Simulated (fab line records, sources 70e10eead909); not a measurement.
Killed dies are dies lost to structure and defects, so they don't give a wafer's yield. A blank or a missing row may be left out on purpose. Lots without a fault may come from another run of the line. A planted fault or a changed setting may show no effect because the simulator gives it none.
A struck lot beside a sound one | flow nand_harc | 15 steps out of a route of 1159
Sound: wafers L407.1, L407.4, L407.6. Struck: wafer L415.2. (L415.4, L415.5 of the same lot were not struck and are left out.) The cause comes at the end.
At each step with rows: each side's tool, then ch and its chambers, then its first start. Under that, the readings that differ: sound wafers | struck wafers | difference of the means | sigmas: that difference in standard deviations of wafers without a fault.
alike: readings whose means differ by less than 2 such deviations, and words and numbers that are the same on both sides. not compared: withheld readings, readings that some wafer has no value for, bounds like >300 that may hide the same value, and numbers for which the record gives no deviation and whose values overlap.
The two part at a step that has a row with sigmas, a row that says differs or no value, or rows on one side only. Numbers that don't overlap but have no deviation are shown without sigmas and don't part them. A reading that every wafer of one side lacks parts them only if that side has two wafers or more.

NHARC_A_BLC_INSPECT_12:
  sound on defect_inspect-01, day 17 15:58; struck on defect_inspect-01, day 20 19:45
  alike: raw_defect_count
then, 1 step without rows for these wafers: NHARC_A_BLC_DESCUM_15 (chemistry O2, time 3 s).
NHARC_A_BLC_ETCH_16: etches the open film in CF4, target depth 39 nm, time 65 s.
  sound on rie_diel-09 ch 1,2, day 17 16:12; struck on rie_diel-09 ch 1, day 20 19:55
  alike: cf4_flow_sccm, drypump_motor_current_A, mfc_ar_sccm, oes_product_au, rf_vpp_V, showerhead_plenum_p_Torr, throttle_valve_pct
  not compared: rf_hours_counter_h
NHARC_A_BLC_ETCH_17: etches the open film in N2/H2, target depth 390 nm, time 609.38 s.
  sound on rie_diel-09 ch 0,1,2; struck on rie_diel-09 ch 2
  alike: drypump_motor_current_A, mfc_ar_sccm, oes_product_au, rf_vpp_V, showerhead_plenum_p_Torr, throttle_valve_pct
  not compared: rf_hours_counter_h
then, 1 step without rows for these wafers: NHARC_A_BLC_ETCH_18 (etches the open film in C4F8/O2/Ar, target depth 910 nm).
NHARC_A_BLC_CD_MEAS_19:
  sound on cd_sem-01, day 17 17:07; struck on cd_sem-01, day 20 20:47
  alike: cd_nm
NHARC_A_BLC_STRIP_29: strips in CF4.
  sound on rie_diel-09 ch 1,2,3, day 17 17:14; struck on rie_diel-09 ch 1, day 20 20:52
  alike: cf4_flow_sccm, drypump_motor_current_A, mfc_ar_sccm, oes_product_au, rf_vpp_V, showerhead_plenum_p_Torr, throttle_valve_pct
  not compared: rf_hours_counter_h
then, 2 steps without rows for these wafers: NHARC_A_BLC_STRIP_21 (strips in O2); NHARC_A_BLC_STRIP_22 (strips in post etch residue remover, time 600 s).
NHARC_A_BLC_DEGAS_30: time 60 s.
  sound on pvd_sputter-03, day 17 17:48; struck on pvd_sputter-01, day 20 21:26
  alike: heater_power_w
then, 1 step without rows for these wafers: NHARC_A_BLC_PRE_CLEAN_31 (time 15 s).
NHARC_A_BLC_PVD_32: deposits Ti, target thk 5 nm, time 17.7 s.
  sound on pvd_sputter-03; struck on pvd_sputter-01
  reading                | sound          | struck | difference | sigmas
  throttle_valve_pct (%) | 32.5 31.8 32.1 | 29.6   | -2.5       | -3
NHARC_A_BLC_ALD_23: deposits TiN, target thk 3 nm, pulse time 1 s, ald cycles 150.
  sound on ald_metal-04 ch 0,1,2, day 17 18:08; struck on ald_metal-04 ch 0, day 20 21:40
  reading    | sound       | struck | difference | sigmas
  ald_cycles | 150 150 150 | 139    | -11        |
  alike: heater_power_w, precursor_pulse_height_rel
  not compared: since_wet_clean_h
then, 1 step without rows for these wafers: NHARC_A_BLC_CVD_24 (deposits W, target thk 150 nm, time 434 s).
-- the record jumps here: 2 days lie between the struck wafers' starts before and after (it left off in module A_BLC and takes up again in module END, whose first step shown is number 1159 of the route) --
NHARC_END_SORT_01:
  the record has rows for the struck wafers here (prober-01 ch 0, day 22 22:03) and none for the sound ones

WHERE THEY PART
First at NHARC_A_BLC_PVD_32; last, within this record, at NHARC_END_SORT_01.

WHY: what the simulator had put in
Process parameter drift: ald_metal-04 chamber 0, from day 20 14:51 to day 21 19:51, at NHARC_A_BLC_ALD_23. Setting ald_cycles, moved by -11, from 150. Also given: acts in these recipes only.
